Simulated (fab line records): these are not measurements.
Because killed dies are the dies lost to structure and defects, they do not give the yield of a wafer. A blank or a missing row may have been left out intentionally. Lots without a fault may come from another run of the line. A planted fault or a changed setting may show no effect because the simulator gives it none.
Which tool did it?	flow nand harc	6 lots with 18 wafers sampled at 5 steps, on a route of 1159 steps

== WHAT THE GAUGES READ, wafer by wafer ==
NHARC_END_SORT_01.
lot	measured	on	killed at array
L479	day 22 13:14	prober-02	55 48 42

== WHICH TOOL RAN EACH LOT (tool, then ch and the chambers of the sampled wafers, then the start) ==
lot	NHARC_P_GATE_HM_OPEN_105	NHARC_P_GATE_STRIP_95	NHARC_P_CONTACT_ETCH_36	NHARC_P_CONTACT_ETCH_18
L469	rie diel-06 ch 0,1, day 5 14:18 or earlier	plasma asher-01 ch 0,1, day 5 14:18	rie diel-03 ch 0,2,3, day 5 18:13	rie diel-03 ch 0,1,2, no start
L473	rie diel-06 ch 1,2,3, day 6 13:10 or earlier	plasma asher-01 ch 0,1, day 6 13:10	rie diel-12 ch 0,1,2, day 6 16:59	rie diel-12 ch 0,1,3, no start
L479	rie diel-13 ch 1,2, day 8 15:36 or earlier	plasma asher-02 ch 0,1, day 8 15:36	rie diel-12 ch 0,1, day 8 19:32	rie diel-12 ch 0,1,2, day 22 13:14 or earlier
L485	rie diel-06 ch 0,1, day 9 13:37 or earlier	plasma asher-01 ch 0, day 9 13:37	rie diel-03 ch 1,2,3, day 9 17:21	rie diel-03 ch 0,1,3, no start
L486	rie diel-13 ch 0,1,2, day 10 05:43 or earlier	plasma asher-02 ch 0,1, day 10 05:43	rie diel-03 ch 1,2, day 10 10:29	rie diel-03 ch 1,2,3, no start
L491	rie diel-13 ch 0,2, day 10 21:45 or earlier	plasma asher-02 ch 0,1, day 10 21:45	rie diel-03 ch 0,1, day 11 01:50	rie diel-03 ch 0,2,3, no start
- NHARC_P_GATE_HM_OPEN_105: chemistry O2/COS, target depth 360 nm.
- NHARC_P_GATE_STRIP_95: strips in O2.
- NHARC_P_CONTACT_ETCH_36: etches the open film in N2/H2, target depth 260 nm, time 406.25 s.
- NHARC_P_CONTACT_ETCH_18: etches the open film in C4F8/O2/Ar, target depth 481 nm, time 240.5 s.

== THE ANSWER, worked out from the rows above alone ==
Rule: usual is defined by the lots themselves. Put in order of their means at a reading, lots are off if they are a third of the lots or fewer, leave a main group of 4 or more, and stand apart from it by a gap of 3 or more times the standard deviation of the main group's means; of several such gaps the widest counts. The tables above print the reading to a certain number of digits; a main group whose means all agree to those digits is not used. Also off: a lot with no number at a reading for which 4 or more lots have one. Any other lot the step has rows for is counted as sound.
None of the lots is off at any reading shown; this tells nothing.

== WHAT THE SIMULATOR PUT IN ==
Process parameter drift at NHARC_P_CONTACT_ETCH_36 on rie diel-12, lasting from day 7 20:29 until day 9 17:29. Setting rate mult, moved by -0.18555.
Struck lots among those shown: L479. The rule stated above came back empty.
